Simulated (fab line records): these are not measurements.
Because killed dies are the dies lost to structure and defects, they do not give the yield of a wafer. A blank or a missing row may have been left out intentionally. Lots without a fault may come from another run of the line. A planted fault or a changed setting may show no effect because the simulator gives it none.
3 desks, one fault | flow n5 finfet | only its own numbers are on each desk; what lay behind them is given at the end
Where a reading is given only as a bound, like >300, the bound stands for it, and a mean or a difference that rests on one is marked > or <: the true number lies beyond.

TOOL OWNER'S DESK, rie diel-03
The tool's own readings at N5_DUMMY_GATE_STRIP_40 (strips in CF4): means of the sampled wafers that have a number, for each lot that ran on this tool. If a lot's mean is further than 4 standard deviations from the usual mean, the lot is out of limits and carries the mark OUT (the distance appears in the brackets).
Columns: A = drypump motor current A at N5_DUMMY_GATE_STRIP_40, usual 5.6 A; B = oes product au at N5_DUMMY_GATE_STRIP_40, usual 0.74 a.u.; C = rf vpp V at N5_DUMMY_GATE_STRIP_40, usual 270.9 V; D = showerhead plenum p Torr at N5_DUMMY_GATE_STRIP_40, usual 1.79 Torr; E = throttle valve pct at N5_DUMMY_GATE_STRIP_40, usual 13.80 %
lot  | first seen here | A   | B    | C     | D    | E
L108 | day 3 06:23     | 5.6 | 0.74 | 270.4 | 1.77 | 13.98
L117 | day 5 17:07     | 5.2 | 0.73 | 270.5 | 1.80 | 13.93
L118 | day 5 18:35     | 5.4 | 0.71 | 270.5 | 1.82 | 14.10
L119 | day 6 02:25     | 5.7 | 0.72 | 271.4 | 1.82 | 14.17
L120 | day 6 11:23     | 5.4 | 0.71 | 269.6 | 1.77 | 14.05
Finding of this desk: none of the 5 lots has anything out of limits.

THE DEFECT DESK
Inspection counts along the route, by lot: the mean over sampled wafers that carry a number. If a lot's mean is further than 4 standard deviations from the usual mean, the lot is out of limits and carries the mark OUT (the distance appears in the brackets).
Columns: A = raw defect count at N5_DUMMY_GATE_INSPECT_27, usual 292; B = raw defect count at N5_SPACER0_INSPECT_04, usual 140; C = raw defect count at N5_SD_EPI_N_INSPECT_11, usual 2.0; D = raw defect count at N5_SD_EPI_N_INSPECT_26, usual 202
lot  | first seen here | A              | B             | C                      | D
L108 | day 3 07:13     | 190            | 92            | 1.5                    | 184
L110 | day 3 19:18     | 260            | 98            | 0.5                    | 162
L112 | day 4 07:19     | 278            | 140           | 1.5                    | 198
L113 | day 4 14:38     | 210            | 90            | 3.0                    | 141
L116 | day 5 10:26     | 314            | 228           | 2.3                    | 268
L117 | day 5 17:59     | 398            | 174           | 1.0                    | 226
L118 | day 5 19:43     | 255            | 216           | 2.7                    | 284
L119 | day 6 03:15     | 795 (+7.0) OUT | 689 (+16) OUT | >300 (+99 or more) OUT | 739 (+13) OUT
L121 | day 6 11:35     | 310            | 141           | 0.3                    | 229
L120 | day 6 12:13     | 900 (+8.4) OUT | 737 (+17) OUT | >300 (+99 or more) OUT | 808 (+14) OUT
L129 | day 8 11:44     | 281            | 139           | 3.0                    | 182
Finding of this desk: L119, L120 out of limits; the first was L119 at day 6 03:15, on raw defect count at N5_DUMMY_GATE_INSPECT_27. L108, L110, L112, L113, L116, L117, L118, L121, L129: within limits.

FROM THE METROLOGY DESK
What the gauges read, lot by lot, whatever tool the lot ran on: means of the sampled wafers that have a number. If a lot's mean is further than 4 standard deviations from the usual mean, the lot is out of limits and carries the mark OUT (the distance appears in the brackets).
Columns: A = cd nm at N5_DUMMY_GATE_CD_MEAS_50, usual 14.2 nm; B = cd nm at N5_SD_EPI_N_CD_MEAS_09, usual 119.4 nm
lot  | first seen here | A    | B
L108 | day 3 06:26     | 14.1 | 118.6
L110 | day 3 18:31     | 13.7 | 120.2
L112 | day 4 06:31     | 14.1 | 118.3
L113 | day 4 13:25     | 14.0 | 118.2
L116 | day 5 09:34     | 14.2 | 119.3
L117 | day 5 17:10     | 14.3 | 120.9
L118 | day 5 18:38     | 14.3 | 120.8
L119 | day 6 02:28     | 13.9 | 120.5
L121 | day 6 10:40     | 14.7 | 118.6
L120 | day 6 11:26     | 14.0 | 119.2
L129 | day 8 10:58     | 15.1 | 119.4
Finding of this desk: none of the 11 lots has anything out of limits.

PUT TOGETHER
The defect desk could have raised an alarm at day 6 03:15, on L119, L120.
Nothing out of limits was seen by the tool owner's desk.
From the metrology desk's view, nothing was out of limits.
The tool owner's desk has L119, L120 on record, within its limits.
The metrology desk holds a record of L119, L120, inside its limits.
All the named lots went through N5_DUMMY_GATE_STRIP_40 on rie diel-03.

WHAT WAS PUT IN BY THE SIMULATOR
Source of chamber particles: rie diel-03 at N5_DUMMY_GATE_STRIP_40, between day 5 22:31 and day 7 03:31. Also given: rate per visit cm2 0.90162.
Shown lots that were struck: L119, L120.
Hours from the fault's start to each desk's first reading out of limits: the defect desk, 5.
